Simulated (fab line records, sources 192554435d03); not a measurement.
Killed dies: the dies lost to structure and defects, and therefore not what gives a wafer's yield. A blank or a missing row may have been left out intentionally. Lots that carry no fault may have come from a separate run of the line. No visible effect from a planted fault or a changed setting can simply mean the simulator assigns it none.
Matching of chambers / flow n5 finfet / N5_BEOL_M1_ETCH_77 on rie diel-02: 4 sister chambers
The step etches underlayer in N2/H2, target depth 6.5 nm, time 5.2 s. 22 wafers are shown with their chamber, then 11 later ones without.

== WAFERS, EACH WITH ITS CHAMBER ==
wafer=L075.1; chamber=1; showerhead plenum p Torr (Torr)=2.61; drypump motor current A (A)=6.2; throttle valve pct (%)=17.64
wafer=L075.3; chamber=0; showerhead plenum p Torr (Torr)=2.54; drypump motor current A (A)=5.7; throttle valve pct (%)=17.68
wafer=L075.5; chamber=3; showerhead plenum p Torr (Torr)=2.44; drypump motor current A (A)=5.9; throttle valve pct (%)=18.01
wafer=L076.1; chamber=0; showerhead plenum p Torr (Torr)=2.54; drypump motor current A (A)=5.7; throttle valve pct (%)=17.69
wafer=L076.2; chamber=1; showerhead plenum p Torr (Torr)=2.61; drypump motor current A (A)=6.2; throttle valve pct (%)=17.63
wafer=L076.5; chamber=1; showerhead plenum p Torr (Torr)=2.61; drypump motor current A (A)=6.2; throttle valve pct (%)=17.63
wafer=L080.2; chamber=0; showerhead plenum p Torr (Torr)=2.53; drypump motor current A (A)=5.7; throttle valve pct (%)=17.69
wafer=L080.4; chamber=0; showerhead plenum p Torr (Torr)=2.53; drypump motor current A (A)=5.8; throttle valve pct (%)=17.70
wafer=L080.5; chamber=2; showerhead plenum p Torr (Torr)=2.53; drypump motor current A (A)=5.0; throttle valve pct (%)=17.80
wafer=L081.1; chamber=0; showerhead plenum p Torr (Torr)=2.53; drypump motor current A (A)=5.7; throttle valve pct (%)=17.73
wafer=L081.2; chamber=2; showerhead plenum p Torr (Torr)=2.52; drypump motor current A (A)=5.0; throttle valve pct (%)=17.78
wafer=L081.3; chamber=3; showerhead plenum p Torr (Torr)=2.43; drypump motor current A (A)=5.9; throttle valve pct (%)=18.01
wafer=L081.4; chamber=2; showerhead plenum p Torr (Torr)=2.52; drypump motor current A (A)=5.0; throttle valve pct (%)=17.77
wafer=L081.5; chamber=3; showerhead plenum p Torr (Torr)=2.43; drypump motor current A (A)=5.9; throttle valve pct (%)=18.02
wafer=L081.6; chamber=0; showerhead plenum p Torr (Torr)=2.53; drypump motor current A (A)=5.8; throttle valve pct (%)=17.71
wafer=L083.2; chamber=2; showerhead plenum p Torr (Torr)=2.52; drypump motor current A (A)=4.9; throttle valve pct (%)=17.78
wafer=L083.5; chamber=2; showerhead plenum p Torr (Torr)=2.52; drypump motor current A (A)=4.9; throttle valve pct (%)=17.76
wafer=L083.6; chamber=1; showerhead plenum p Torr (Torr)=2.60; drypump motor current A (A)=6.1; throttle valve pct (%)=17.68
wafer=L082.1; chamber=1; showerhead plenum p Torr (Torr)=2.60; drypump motor current A (A)=6.2; throttle valve pct (%)=17.64
wafer=L082.3; chamber=2; showerhead plenum p Torr (Torr)=2.52; drypump motor current A (A)=4.9; throttle valve pct (%)=17.79
wafer=L082.6; chamber=0; showerhead plenum p Torr (Torr)=2.53; drypump motor current A (A)=5.8; throttle valve pct (%)=17.73
wafer=L093.1; chamber=2; showerhead plenum p Torr (Torr)=2.52; drypump motor current A (A)=5.0; throttle valve pct (%)=17.81

SIGNATURES, as means of the wafers listed above
reading=showerhead plenum p Torr; chamber 0=2.5329; chamber 1=2.6060; chamber 2=2.5214; chamber 3=2.4333; scatter within a chamber=0.0048
reading=drypump motor current A; chamber 0=5.743; chamber 1=6.180; chamber 2=4.957; chamber 3=5.900; scatter within a chamber=0.0485
reading=throttle valve pct; chamber 0=17.7043; chamber 1=17.6440; chamber 2=17.7843; chamber 3=18.0133; scatter within a chamber=0.0181
Rule: for a wafer and a chamber, the distance is found by dividing, reading by reading, the gap between the wafer's reading and the chamber's mean by the reading's scatter, squaring, summing and taking the root. The wafer belongs to the nearest chamber; if the next one is less than 2 further off, it can't be placed. The scatter is the square root of a quotient: the sum, over the shown wafers, of each reading's squared deviation from its chamber's mean, divided by wafers minus chambers.

== WAFERS MISSING THEIR CHAMBER ==
wafer=L093.3; showerhead plenum p Torr (Torr)=2.52; drypump motor current A (A)=5.7; throttle valve pct (%)=17.76
wafer=L093.5; showerhead plenum p Torr (Torr)=2.59; drypump motor current A (A)=6.2; throttle valve pct (%)=17.70
wafer=L095.2; showerhead plenum p Torr (Torr)=2.52; drypump motor current A (A)=5.8; throttle valve pct (%)=17.75
wafer=L095.3; showerhead plenum p Torr (Torr)=2.42; drypump motor current A (A)=5.9; throttle valve pct (%)=18.07
wafer=L095.5; showerhead plenum p Torr (Torr)=2.51; drypump motor current A (A)=5.0; throttle valve pct (%)=17.80
wafer=L096.2; showerhead plenum p Torr (Torr)=2.51; drypump motor current A (A)=5.0; throttle valve pct (%)=17.83
wafer=L096.4; showerhead plenum p Torr (Torr)=2.52; drypump motor current A (A)=5.8; throttle valve pct (%)=17.75
wafer=L096.6; showerhead plenum p Torr (Torr)=2.52; drypump motor current A (A)=5.8; throttle valve pct (%)=17.77
wafer=L097.2; showerhead plenum p Torr (Torr)=2.51; drypump motor current A (A)=5.0; throttle valve pct (%)=17.81
wafer=L097.3; showerhead plenum p Torr (Torr)=2.52; drypump motor current A (A)=5.7; throttle valve pct (%)=17.77
wafer=L097.6; showerhead plenum p Torr (Torr)=2.51; drypump motor current A (A)=4.9; throttle valve pct (%)=17.84

== CHAMBER TAKEN BY EACH ==
wafer=L093.3; from the rows above=0; in truth=0
wafer=L093.5; from the rows above=1; in truth=1
wafer=L095.2; from the rows above=0; in truth=0
wafer=L095.3; from the rows above=3; in truth=3
wafer=L095.5; from the rows above=2; in truth=2
wafer=L096.2; from the rows above=2; in truth=2
wafer=L096.4; from the rows above=0; in truth=0
wafer=L096.6; from the rows above=0; in truth=0
wafer=L097.2; from the rows above=2; in truth=2
wafer=L097.3; from the rows above=0; in truth=0
wafer=L097.6; from the rows above=2; in truth=2
Correctly placed: 11 of 11. Can't be placed from these rows: 0. 0 placed wrongly.
